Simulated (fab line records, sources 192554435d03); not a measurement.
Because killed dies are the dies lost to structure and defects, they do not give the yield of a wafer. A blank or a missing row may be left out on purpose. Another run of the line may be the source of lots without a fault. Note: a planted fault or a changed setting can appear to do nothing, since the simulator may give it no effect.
fab line records | flow n5_finfet
record lots=10 | wafers=28 | last_day=17
route steps=1938 shown DUMMY_REMOVAL@382 BEOL_M4@1084 PASSIVATION@1936
lots untouched by any fault: they come from a run of this same line in which no faults occurred
start_h: hours from the record's first day to the start of the lot's first wafer shown | wait_h: hours since the lot's step before | " repeats the value in the row above | L1.1+2: one row covering several wafers at once | - either no value or no given start | * or withheld: withheld | < > ~ a bound
route shown NAME@n: a module of which the file shows steps, and the number in the route of the first | usual: mean/standard deviation taken from wafers without a fault | same: alike in all rows | chamber/n: place in a boat | sites: each site's reading | _std_site: their standard deviation | _edge_site: outer sites' mean less inner sites' | radius_mm: for every site, how far away it sits from the centre of the wafer | mask NAME#n: copy n | behind: tool/chamber where the wafer was last shaped | hold: what put the lot on hold/how long, in hours/how the hold closed | device: whichever transistor did not switch (one of n, p or np) | end of line: tests of these same wafers at the route's end | a step with no rows: only its recipe | killed: dies lost to structure and defects at the first sort, not the wafer's yield | map: the dies of a wafer, with x for killed, . for not killed, _ for no die there
set.NAME: the setting that was run; set.NAME@STEP: the one run at that earlier step | model.NAME: the simulator's own value behind a step, which no gauge read
one table for each step of the route and one row for each wafer, over a sample of lots
services: the hour from which a tool's chamber was out of use, counted from the record's first day as start_h (under 0 if before that day), plus the number of hours and why
## steps
# step N5_DUMMY_REMOVAL_PRECLEAN_08
# recipe chemistry=NF3:NH3 | afs_cycles=2 | temp_c=30 | time_s=20 | sublimation_temp_c=180 | sublimation_time_s=60 | pressure_torr=3 | rf_power_w=30
lot.wafer  | tool             | chamber | start_h | wait_h
L367.1+2+4 | remote_plasma-02 | 0       | 72.40   | 0.0
L368.3+4+6 | remote_plasma-01 | 1       | 82.07   | 0.1
L371.2+3+5 | remote_plasma-02 | 1       | 94.45   | 0.1
L372.1+2+6 | remote_plasma-01 | 0       | 99.51   | 0.0
L373.1+2+4 | remote_plasma-01 | 1       | 110.89  | 0.0
L374.2+3+6 | remote_plasma-02 | 1       | 111.74  | 0.1
L375.2+6   | remote_plasma-02 | 0       | 121.22  | 0.1
L378.4+5   | remote_plasma-02 | 1       | 139.65  | 0.1
L389.2+4+6 | remote_plasma-01 | 0       | 203.12  | 0.1
L390.2+3+4 | remote_plasma-02 | 0       | 208.91  | 0.1
# step N5_BEOL_M4_SPUTTER_48
# recipe material=Cu | target_thk_a=45 | temp_c=-20 | chamber_pressure_pa=0.07 | power_w=withheld | time_s=8.29
# usual throttle_valve_pct=29.7/0.87
lot.wafer | tool           | chamber | start_h | wait_h | throttle_valve_pct
L367.1    | pvd_sputter-01 | -       | 153.60  | 0.1    | 30.4
L367.2    | "              | -       | "       | "      | 30.2
L367.4    | "              | -       | "       | "      | 30.7
L368.3    | pvd_sputter-01 | -       | 172.89  | 0.1    | 28.5
L368.4    | "              | -       | "       | "      | 30.1
L368.6    | "              | -       | "       | "      | 28.6
L371.2    | pvd_sputter-01 | -       | 187.49  | 1.5    | 28.7
L371.3    | "              | -       | "       | "      | 30.1
L371.5    | "              | -       | "       | "      | 30.1
L372.1    | pvd_sputter-03 | -       | 192.92  | 0.3    | 27.6
L372.2    | "              | -       | "       | "      | 30.5
L372.6    | "              | -       | "       | "      | 30.6
L373.1    | pvd_sputter-01 | -       | 198.18  | 0.2    | 28.3
L373.2    | "              | -       | "       | "      | 29.9
L373.4    | "              | -       | "       | "      | 29.9
L374.2    | pvd_sputter-02 | -       | 199.71  | 0.2    | 30.0
L374.3    | "              | -       | "       | "      | 28.4
L374.6    | "              | -       | "       | "      | 29.1
L375.2    | pvd_sputter-01 | -       | 205.94  | 0.3    | 30.4
L375.6    | "              | -       | "       | "      | 30.0
L378.4    | pvd_sputter-02 | -       | 224.87  | 0.0    | 28.8
L378.5    | "              | -       | "       | "      | 29.0
L390.2    | pvd_sputter-01 | -       | 297.85  | 0.1    | 30.7
L390.3    | "              | -       | "       | "      | 30.0
L390.4    | "              | -       | "       | "      | 28.8
L389.2    | pvd_sputter-01 | -       | 301.05  | 0.3    | 28.7
L389.4    | "              | -       | "       | "      | 30.0
L389.6    | "              | -       | "       | "      | 30.4
# step N5_BEOL_M4_ANNEAL_49
# recipe temp_c=400 | time_s=240 | ambient=vacuum
# usual heater_power_w=810/96 | susceptor_temp_C_max=401.0/0.44
lot.wafer | tool           | chamber | start_h | wait_h | heater_power_w | susceptor_temp_C_max
L367.1    | pvd_sputter-01 | -       | 153.68  | 0.0    | 913            | 401.0
L367.2    | "              | -       | "       | "      | 719            | 400.2
L367.4    | "              | -       | "       | "      | 748            | 400.7
L368.3    | pvd_sputter-01 | -       | 172.97  | 0.0    | 867            | 402.0
L368.4    | "              | -       | "       | "      | 720            | 401.0
L368.6    | "              | -       | "       | "      | 875            | 401.2
L371.2    | pvd_sputter-01 | -       | 187.57  | 0.0    | 852            | 401.6
L371.3    | "              | -       | "       | "      | 725            | 401.1
L371.5    | "              | -       | "       | "      | 722            | 401.2
L372.1    | pvd_sputter-03 | -       | 193.00  | 0.0    | 1037           | 401.0
L372.2    | "              | -       | "       | "      | 749            | 400.6
L372.6    | "              | -       | "       | "      | 723            | 401.2
L373.1    | pvd_sputter-01 | -       | 198.26  | 0.0    | 870            | 401.7
L373.2    | "              | -       | "       | "      | 704            | 400.5
L373.4    | "              | -       | "       | "      | 905            | 400.8
L374.2    | pvd_sputter-02 | -       | 199.79  | 0.0    | 696            | 401.3
L374.3    | "              | -       | "       | "      | 702            | 400.6
L374.6    | "              | -       | "       | "      | 869            | 400.7
L375.2    | pvd_sputter-01 | -       | 206.02  | 0.0    | 758            | 400.6
L375.6    | "              | -       | "       | "      | 729            | 401.0
L378.4    | pvd_sputter-02 | -       | 224.95  | 0.0    | 720            | 401.2
L378.5    | "              | -       | "       | "      | 898            | 401.1
L390.2    | pvd_sputter-01 | -       | 297.93  | 0.0    | 748            | 400.7
L390.3    | "              | -       | "       | "      | 905            | 401.1
L390.4    | "              | -       | "       | "      | 855            | 401.2
L389.2    | pvd_sputter-01 | -       | 301.13  | 0.0    | 855            | 402.1
L389.4    | "              | -       | "       | "      | 879            | 401.1
L389.6    | "              | -       | "       | "      | 746            | 401.0
# step N5_BEOL_M4_DEP_57
# recipe material=SiCN | target_thk_a=80 | temp_c=withheld | precursor=3MS/NH3 | pressure_torr=3 | rf_w=202 | time_s=14
# usual showerhead_plenum_p_Torr=3.662/0.0094 | throttle_valve_pct=9.3/0.47
lot.wafer | tool     | chamber | start_h | wait_h | showerhead_plenum_p_Torr | throttle_valve_pct
L367.1    | pecvd-02 | 1       | 156.34  | 0.0    | 3.670                    | 9.3
L367.2    | "        | 0       | "       | "      | 3.665                    | 9.7
L367.4    | "        | 1       | "       | "      | 3.668                    | 9.3
L368.3    | pecvd-04 | 2       | 175.78  | 0.0    | 3.643                    | 8.7
L368.4    | "        | 1       | "       | "      | 3.653                    | 10.2
L368.6    | "        | 0       | "       | "      | 3.662                    | 9.6
L371.2    | pecvd-04 | 1       | 190.23  | 0.0    | 3.654                    | 10.0
L371.3    | "        | 2       | "       | "      | 3.653                    | 8.6
L371.5    | "        | 0       | "       | "      | 3.656                    | 9.6
L372.1    | pecvd-02 | 1       | 195.84  | 0.0    | 3.669                    | 9.4
L372.2    | "        | 0       | "       | "      | 3.666                    | 10.0
L372.6    | "        | 2       | "       | "      | 3.656                    | 9.0
L373.1    | pecvd-02 | 0       | 200.92  | 0.0    | 3.660                    | 9.9
L373.2    | "        | 1       | "       | "      | 3.665                    | 9.7
L373.4    | "        | 0       | "       | "      | 3.653                    | 9.9
L374.2    | pecvd-02 | 0       | 202.66  | 0.0    | 3.655                    | 9.9
L374.3    | "        | 1       | "       | "      | 3.664                    | 9.2
L374.6    | "        | 1       | "       | "      | 3.668                    | 9.3
L375.2    | pecvd-04 | 2       | 209.02  | 0.0    | 3.639                    | 8.7
L375.6    | "        | 1       | "       | "      | 3.658                    | 9.8
L378.4    | pecvd-03 | 0       | 227.63  | 0.0    | 3.683                    | 9.1
L378.5    | "        | 2       | "       | "      | 3.667                    | 8.5
L390.2    | pecvd-03 | 1       | 300.63  | 0.0    | 3.665                    | 9.4
L390.3    | "        | 2       | "       | "      | 3.661                    | 9.0
L390.4    | "        | 2       | "       | "      | 3.667                    | 8.8
L389.2    | pecvd-03 | 2       | 303.79  | 0.0    | 3.669                    | 8.8
L389.4    | "        | 1       | "       | "      | 3.666                    | 9.7
L389.6    | "        | 2       | "       | "      | 3.674                    | 8.8
# step N5_BEOL_M4_RC_MEAS_101
# usual DIBL_N=36.7/2.4 | DIBL_P=37.4/2.9 | EOT_N=10.51/0.11 | EOT_P=10.47/0.1 | IGATE_N=0.0128/0.0024 | IGATE_P=0.0038/0.00073 | IOFF_N=0.18/0.05 | IOFF_N_85C=3.4/0.81 | IOFF_N_LIN=0.080/0.018 | IOFF_P=0.23/0.058 | IOFF_P_85C=3.9/0.82 | IOFF_P_LIN=0.105/0.02 | ION_N=683/16 | ION_P=467/11 | SS_N=71.7/0.77 | SS_P=73.5/0.87 | VT_N=249/4.3 | VT_P=-250/4.4
lot.wafer | tool      | chamber | start_h | wait_h | DIBL_N[mV/V] | DIBL_P[mV/V] | EOT_N | EOT_P | IGATE_N[nA/um] | IGATE_P[nA/um] | IOFF_N[nA/um] | IOFF_N_85C[nA/um] | IOFF_N_LIN[nA/um] | IOFF_P[nA/um] | IOFF_P_85C[nA/um] | IOFF_P_LIN[nA/um] | ION_N[uA/um] | ION_P[uA/um] | SS_N[mV/dec] | SS_P[mV/dec] | VT_N[mV] | VT_P[mV]
L367.1    | prober-01 | 0       | 157.25  | 0.8    | 38.7         | 41.7         | 10.46 | 10.39 | 0.0143         | 0.0043         | 0.22          | 4.0               | 0.094             | 0.29          | 4.6               | 0.119             | 691          | 467          | 72.6         | 75.5         | 244      | -248
L367.2    | "         | 0       | "       | "      | 35.2         | 37.8         | 10.48 | 10.48 | 0.0137         | 0.0041         | 0.16          | 3.1               | 0.074             | 0.22          | 3.7               | 0.101             | 671          | 461          | 71.3         | 73.5         | 251      | -251
L367.4    | "         | 0       | "       | "      | 33.1         | 33.2         | 10.62 | 10.50 | 0.0101         | 0.0031         | 0.11          | 2.2               | 0.053             | 0.14          | 2.6               | 0.075             | 657          | 456          | 71.1         | 72.6         | 254      | -257
L368.3    | prober-02 | 0       | 176.21  | 0.3    | 35.9         | 34.4         | 10.32 | 10.32 | 0.0171         | 0.0052         | 0.14          | 2.8               | 0.062             | 0.17          | 3.1               | 0.087             | 669          | 455          | 71.1         | 72.3         | 254      | -253
L368.4    | "         | 0       | "       | "      | 35.8         | 36.3         | 10.43 | 10.38 | 0.0166         | 0.0050         | 0.16          | 3.1               | 0.076             | 0.21          | 3.6               | 0.102             | 697          | 481          | 71.3         | 73.1         | 247      | -251
L368.6    | "         | 0       | "       | "      | 38.7         | 38.9         | 10.39 | 10.38 | 0.0168         | 0.0050         | 0.21          | 4.0               | 0.094             | 0.25          | 4.2               | 0.115             | 704          | 479          | 71.7         | 74.3         | 247      | -248
L371.2    | prober-01 | 0       | 190.50  | 0.2    | 37.9         | 36.9         | 10.68 | 10.56 | 0.0094         | 0.0028         | 0.17          | 3.2               | 0.074             | 0.20          | 3.5               | 0.091             | 657          | 450          | 72.0         | 73.5         | 251      | -251
L371.3    | "         | 0       | "       | "      | 33.1         | 32.0         | 10.70 | 10.50 | 0.0112         | 0.0033         | 0.11          | 2.3               | 0.055             | 0.14          | 2.6               | 0.071             | 679          | 458          | 71.3         | 71.7         | 252      | -257
L371.5    | "         | 0       | "       | "      | 34.5         | 32.7         | 10.45 | 10.38 | 0.0139         | 0.0042         | 0.12          | 2.4               | 0.057             | 0.14          | 2.7               | 0.073             | 660          | 447          | 70.7         | 72.0         | 257      | -256
L372.1    | prober-01 | 0       | 195.96  | 0.0    | 36.8         | 38.4         | 10.52 | 10.56 | 0.0113         | 0.0033         | 0.15          | 3.1               | 0.073             | 0.23          | 3.9               | 0.104             | 665          | 467          | 71.2         | 74.1         | 253      | -250
L372.2    | "         | 0       | "       | "      | 39.4         | 42.4         | 10.52 | 10.45 | 0.0113         | 0.0034         | 0.25          | 4.6               | 0.110             | 0.32          | 5.2               | 0.134             | 709          | 489          | 73.4         | 74.4         | 245      | -246
L372.6    | "         | 0       | "       | "      | 35.4         | 37.2         | 10.51 | 10.59 | 0.0104         | 0.0031         | 0.14          | 2.8               | 0.067             | 0.21          | 3.6               | 0.097             | 668          | 464          | 71.2         | 74.1         | 254      | -254
L373.1    | prober-01 | 0       | 201.04  | 0.0    | 36.1         | 36.6         | 10.57 | 10.53 | 0.0123         | 0.0036         | 0.17          | 3.3               | 0.080             | 0.26          | 4.4               | 0.124             | 687          | 481          | 71.3         | 73.1         | 246      | -246
L373.2    | "         | 0       | "       | "      | 37.2         | 36.7         | 10.61 | 10.60 | 0.0096         | 0.0028         | 0.17          | 3.4               | 0.079             | 0.24          | 4.0               | 0.113             | 664          | 454          | 72.0         | 73.6         | 249      | -246
L373.4    | "         | 0       | "       | "      | 36.5         | 36.5         | 10.58 | 10.42 | 0.0139         | 0.0041         | 0.17          | 3.3               | 0.078             | 0.24          | 4.1               | 0.115             | 688          | 474          | 71.9         | 73.3         | 249      | -248
L374.2    | prober-02 | 0       | 202.94  | 0.2    | 32.5         | 34.2         | 10.68 | 10.53 | 0.0114         | 0.0034         | 0.14          | 2.7               | 0.067             | 0.19          | 3.5               | 0.101             | 686          | 485          | 69.9         | 72.6         | 249      | -249
L374.3    | "         | 0       | "       | "      | 34.6         | 35.3         | 10.50 | 10.42 | 0.0121         | 0.0036         | 0.14          | 2.8               | 0.068             | 0.19          | 3.5               | 0.098             | 671          | 463          | 71.3         | 73.1         | 252      | -250
L374.6    | "         | 0       | "       | "      | 34.8         | 36.9         | 10.64 | 10.53 | 0.0108         | 0.0032         | 0.16          | 3.1               | 0.075             | 0.23          | 4.0               | 0.110             | 694          | 486          | 70.7         | 73.0         | 247      | -247
L375.2    | prober-01 | 0       | 209.31  | 0.2    | 35.8         | 35.5         | 10.60 | 10.50 | 0.0125         | 0.0038         | 0.16          | 3.2               | 0.074             | 0.25          | 4.2               | 0.118             | 682          | 475          | 71.4         | 73.0         | 250      | -248
L375.6    | "         | 0       | "       | "      | 45.4         | 47.0         | 13.12 | 13.06 | 0.0006         | 0.0002         | 0.42          | 7.1               | 0.177             | 0.59          | 8.8               | 0.252             | 667          | 457          | 73.0         | 75.9         | 237      | -234
L378.4    | prober-01 | 0       | 228.19  | 0.5    | 48.2         | 50.0         | 12.96 | 12.97 | 0.0009         | 0.0003         | 0.51          | 8.3               | 0.214             | 0.56          | 8.2               | 0.229             | 680          | 461          | 74.0         | 77.1         | 237      | -239
L378.5    | "         | 0       | "       | "      | 38.0         | 38.7         | 10.39 | 10.37 | 0.0152         | 0.0045         | 0.19          | 3.7               | 0.088             | 0.24          | 4.1               | 0.110             | 697          | 475          | 72.1         | 73.1         | 245      | -249
L390.2    | prober-02 | 0       | 300.90  | 0.2    | 36.6         | 38.0         | 10.51 | 10.27 | 0.0157         | 0.0046         | 0.18          | 3.5               | 0.087             | 0.20          | 3.5               | 0.097             | 698          | 473          | 71.7         | 73.0         | 247      | -252
L390.3    | "         | 0       | "       | "      | 37.9         | 38.7         | 10.35 | 10.34 | 0.0155         | 0.0045         | 0.18          | 3.5               | 0.085             | 0.21          | 3.6               | 0.097             | 673          | 456          | 71.9         | 73.6         | 249      | -252
L390.4    | "         | 0       | "       | "      | 37.5         | 39.5         | 10.39 | 10.30 | 0.0160         | 0.0047         | 0.22          | 4.0               | 0.097             | 0.24          | 4.0               | 0.109             | 697          | 466          | 72.2         | 73.6         | 243      | -249
L389.2    | prober-02 | 0       | 304.06  | 0.2    | 37.8         | 37.7         | 10.40 | 10.40 | 0.0145         | 0.0044         | 0.18          | 3.4               | 0.081             | 0.20          | 3.6               | 0.092             | 684          | 457          | 71.9         | 74.1         | 248      | -254
L389.4    | "         | 0       | "       | "      | 34.3         | 34.0         | 10.33 | 10.38 | 0.0149         | 0.0045         | 0.11          | 2.3               | 0.057             | 0.15          | 2.8               | 0.077             | 670          | 468          | 71.0         | 72.7         | 254      | -258
L389.6    | "         | 0       | "       | "      | 33.2         | 33.0         | 10.40 | 10.29 | 0.0165         | 0.0050         | 0.10          | 2.1               | 0.051             | 0.14          | 2.6               | 0.072             | 668          | 462          | 70.1         | 72.2         | 257      | -260
# step N5_PASSIVATION_PROBE_49
# usual defect_limited_yield=91.4/1.6 | killed_at_M0_to_M3=31/11 | killed_at_M4_up=14/5.7 | killed_at_contacts=12/6 | killed_at_front_end=41/13 | killed_at_other=3.3/2.8 | killed_dies=101/19 | killed_open=67/14 | killed_short=33/8.2 | sort_bin_4_leakage=0.0/0.37 | sort_bin_5_function=5.0/1.1 | sort_bin_6_memory=3.3/0.74 | sort_n_pass=1078/20 | sort_yield_pct=91.3/1.7
# same gross_dies=1180 | killed_at_back_side=0 | sort_bin_8_speed[%]=0
lot.wafer | tool      | chamber | start_h | wait_h | defect_limited_yield[%] | killed_at_M0_to_M3 | killed_at_M4_up | killed_at_contacts | killed_at_front_end | killed_at_other | killed_dies | killed_open | killed_short | sort_bin_4_leakage[%] | sort_bin_5_function[%] | sort_bin_6_memory[%] | sort_n_pass | sort_yield_pct[%]
L375.2    | prober-01 | -       | 307.73  | 0.1    | 86.9                    | 59                 | 17              | 25                 | 46                  | 7               | 154         | 104         | 43           | 0                     | 9.2                    | 3.5                  | 1026        | 86.9
L375.6    | prober-01 | -       | 307.93  | 0.3    | 91.1                    | 36                 | 4               | 23                 | 40                  | 2               | 105         | 65          | 37           | 29.1                  | 6.0                    | 2.6                  | 732         | 62.0
L378.4    | prober-02 | -       | 328.60  | 0.2    | 90.4                    | 48                 | 18              | 20                 | 25                  | 2               | 113         | 80          | 30           | 53.5                  | 5.4                    | 3.7                  | 436         | 36.9
L378.5    | prober-02 | -       | 328.65  | 0.2    | 89.7                    | 48                 | 12              | 29                 | 21                  | 11              | 121         | 75          | 44           | 0                     | 5.8                    | 4.1                  | 1059        | 89.7
# killed by level:class
L375.2 MOL_CONTACT_COAG:geometric_particle:open=21 BEOL_M2:geometric_particle:open=16 STI_FIN_REVEAL:geometric_particle:open=12 BEOL_M0:geometric_particle:open=9 BEOL_M0_SAQP:geometric_particle:open=8 BEOL_M1:geometric_particle:open=7 FIN_SAQP:geometric_particle:short=6 BEOL_M0_SAQP:geometric_particle:short=6
L375.6 MOL_CONTACT_COAG:geometric_particle:open=19 FIN_SAQP:geometric_particle:short=8 BEOL_M2:geometric_particle:open=8 STI_FIN_REVEAL:geometric_particle:open=7 BEOL_M0_SAQP:geometric_particle:short=7 DUMMY_GATE:geometric_particle:open=6 ILD0:geometric_particle:short=5 FIN_SAQP:geometric_particle:open=4
L378.4 MOL_CONTACT_COAG:geometric_particle:open=18 BEOL_M1:geometric_particle:open=12 BEOL_M2:geometric_particle:open=9 BEOL_M3:geometric_particle:short=9 FIN_SAQP:geometric_particle:open=5 STI_FIN_REVEAL:geometric_particle:open=5 BEOL_M2:geometric_particle:short=5 BEOL_M7:geometric_particle:open=5
L378.5 MOL_CONTACT_COAG:geometric_particle:open=25 BEOL_M2:geometric_particle:open=16 BEOL_M2:geometric_particle:short=8 BEOL_M1:geometric_particle:short=7 BEOL_M0_SAQP:geometric_particle:open=5 MOL_CONTACT_COAG:geometric_particle:short=4 BEOL_M0_SAQP:geometric_particle:short=4 STARTING-WAFER:geometric_particle:open=4
## services
tool             | chamber | start_h | hours | kind
pecvd-04         | 0       | 50.99   | 5.5   | scheduled_down
pecvd-04         | 1       | 84.19   | -     | calibration
pecvd-04         | -       | 98.89   | 2.7   | repair
pecvd-04         | 2       | 118.86  | 5.5   | scheduled_down
pecvd-02         | -       | 130.66  | 0.8   | repair
pecvd-02         | 1       | 160.51  | 5.0   | scheduled_down
pecvd-03         | -       | 164.72  | 2.6   | repair
pecvd-03         | 0       | 172.87  | 5.5   | scheduled_down
pecvd-04         | 0       | 198.77  | 11.6  | repair
pecvd-02         | -       | 212.28  | 0.4   | repair
pecvd-02         | 0       | 214.62  | 2.1   | scheduled_down
pecvd-02         | 2       | 241.55  | 5.5   | scheduled_down
pecvd-02         | -       | 245.19  | 5.5   | pm
pecvd-02         | 2       | 255.88  | 2.1   | scheduled_down
pecvd-04         | 2       | 287.88  | 2.1   | scheduled_down
pecvd-02         | 1       | 289.42  | 5.5   | scheduled_down
remote_plasma-01 | -       | 290.77  | 0.8   | repair
pecvd-02         | 2       | 292.67  | 13.2  | repair
## key
first_sign step=N5_BEOL_M4_RC_MEAS_101 | reading=EOT_P | direction=up | sigmas=25 | usual=10.47 | struck=13.02
effect step=N5_BEOL_M4_RC_MEAS_101 | reading=EOT_N | direction=up | sigmas=24 | usual=10.51 | struck=13.04
effect step=N5_BEOL_M4_RC_MEAS_101 | reading=IOFF_P_LIN | direction=up | sigmas=6.7 | usual=0.105 | struck=0.241
effect step=N5_BEOL_M4_RC_MEAS_101 | reading=IOFF_N_LIN | direction=up | sigmas=6.3 | usual=0.080 | struck=0.195
effect step=N5_BEOL_M4_RC_MEAS_101 | reading=IOFF_P | direction=up | sigmas=6 | usual=0.23 | struck=0.57
effect step=N5_BEOL_M4_RC_MEAS_101 | reading=IOFF_N | direction=up | sigmas=5.8 | usual=0.18 | struck=0.46
effect step=N5_BEOL_M4_RC_MEAS_101 | reading=IOFF_P_85C | direction=up | sigmas=5.6 | usual=3.9 | struck=8.5
effect step=N5_BEOL_M4_RC_MEAS_101 | reading=IOFF_N_85C | direction=up | sigmas=5.4 | usual=3.4 | struck=7.7
effect step=N5_BEOL_M4_RC_MEAS_101 | reading=IGATE_N | direction=down | sigmas=5 | usual=0.0128 | struck=0.0007
effect step=N5_BEOL_M4_RC_MEAS_101 | reading=IGATE_P | direction=down | sigmas=4.9 | usual=0.0038 | struck=0.0002
effect step=N5_BEOL_M4_RC_MEAS_101 | reading=DIBL_N | direction=up | sigmas=4.3 | usual=36.7 | struck=46.8
effect step=N5_BEOL_M4_RC_MEAS_101 | reading=DIBL_P | direction=up | sigmas=3.8 | usual=37.4 | struck=48.5
effect step=N5_PASSIVATION_PROBE_49 | reading=sort_bin_4_leakage | direction=up | sigmas=99+ | usual=0.0 | struck=41.3
met_at N5_DUMMY_REMOVAL_PRECLEAN_08
struck_lots L375,L378
struck_wafers L375.6,L378.4
not_acting_at N5_BEOL_M4_SPUTTER_48,N5_BEOL_M4_ANNEAL_49,N5_BEOL_M4_DEP_57
onset_between 111.74 121.22
fault kind=process_parameter_drift | tool=remote_plasma-02 | chamber=- | onset_h=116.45 | steps=N5_DUMMY_REMOVAL_PRECLEAN_08 | channel=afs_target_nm | offset=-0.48 | shape=step | end_h=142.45 | scope=struck_wafers_only | acts_in=these_recipes_only | stated=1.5
